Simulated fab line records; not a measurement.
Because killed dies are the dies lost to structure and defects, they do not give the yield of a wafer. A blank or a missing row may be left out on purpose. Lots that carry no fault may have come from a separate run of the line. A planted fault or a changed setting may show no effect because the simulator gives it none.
Which tool did it? || flow nand-harc || 7 lots with 19 wafers sampled at 2 steps, on a route of 1159 steps

WHAT THE GAUGES READ, wafer by wafer
NHARC_P_ZERO_WELL_CD_MEAS_11: the cd target is 500 nm.
{"lot": "L565", "measured": "day 1 19:16", "on": "cd-sem-03", "cd-nm (nm)": "498.3 498.3 500.7"}
{"lot": "L567", "measured": "day 2 07:14", "on": "cd-sem-02", "cd-nm (nm)": "481.5 499.3"}
{"lot": "L570", "measured": "day 3 01:14", "on": "cd-sem-01", "cd-nm (nm)": "480.3 483.5"}
{"lot": "L577", "measured": "day 4 19:14", "on": "cd-sem-02", "cd-nm (nm)": "497.2 495.3 496.5"}
{"lot": "L580", "measured": "day 5 13:07", "on": "cd-sem-03", "cd-nm (nm)": "497.5 499.2 500.2"}
{"lot": "L584", "measured": "day 6 13:07", "on": "cd-sem-03", "cd-nm (nm)": "499.1 499.0 496.6"}
{"lot": "L587", "measured": "day 7 07:15", "on": "cd-sem-01", "cd-nm (nm)": "498.1 499.4 497.1"}

TOOL THAT RAN EACH LOT (tool first, then ch and the chambers of the sampled wafers, then the start)
{"lot": "L565", "NHARC_P_ZERO_WELL_PEB_09": "litho-track-02 ch 0, day 1 19:10"}
{"lot": "L567", "NHARC_P_ZERO_WELL_PEB_09": "litho-track-02 ch 0, day 2 07:10"}
{"lot": "L570", "NHARC_P_ZERO_WELL_PEB_09": "litho-track-02 ch 0, day 3 01:09"}
{"lot": "L577", "NHARC_P_ZERO_WELL_PEB_09": "litho-track-07 ch 0, day 4 19:09"}
{"lot": "L580", "NHARC_P_ZERO_WELL_PEB_09": "litho-track-02 ch 0, day 5 13:02"}
{"lot": "L584", "NHARC_P_ZERO_WELL_PEB_09": "litho-track-02 ch 0, day 6 13:02"}
{"lot": "L587", "NHARC_P_ZERO_WELL_PEB_09": "litho-track-07 ch 0, day 7 07:10"}
- NHARC_P_ZERO_WELL_PEB_09: peb time 80 s.

THE ANSWER, worked out from the rows above alone
Rule: the usual values come from the lots themselves. Put in order of their means at a reading, lots are off if they are a third of the lots or fewer, leave a main group of 4 or more, and stand apart from it by a gap of 3 or more times the standard deviation of the main group's means; of several such gaps the widest counts. A main group is skipped when, at the precision printed for the reading in the tables above, its means are all equal. A lot without any number at a reading at which 4 lots or more have one is off too. Where the step has rows for the other lots, those lots are counted as sound.
Off at NHARC_P_ZERO_WELL_CD_MEAS_11 (cd-nm): L567, L570. For the main group the mean is 498.2 nm and the standard deviation 0.99.
If a tool, at a process step before that reading, ran all the lots that are off and no sound lot after the first of them, it fits. The gauges at NHARC_P_ZERO_WELL_CD_MEAS_11 are tried like those tools. None of those tried fits.

WHAT THE SIMULATOR HAD INSERTED
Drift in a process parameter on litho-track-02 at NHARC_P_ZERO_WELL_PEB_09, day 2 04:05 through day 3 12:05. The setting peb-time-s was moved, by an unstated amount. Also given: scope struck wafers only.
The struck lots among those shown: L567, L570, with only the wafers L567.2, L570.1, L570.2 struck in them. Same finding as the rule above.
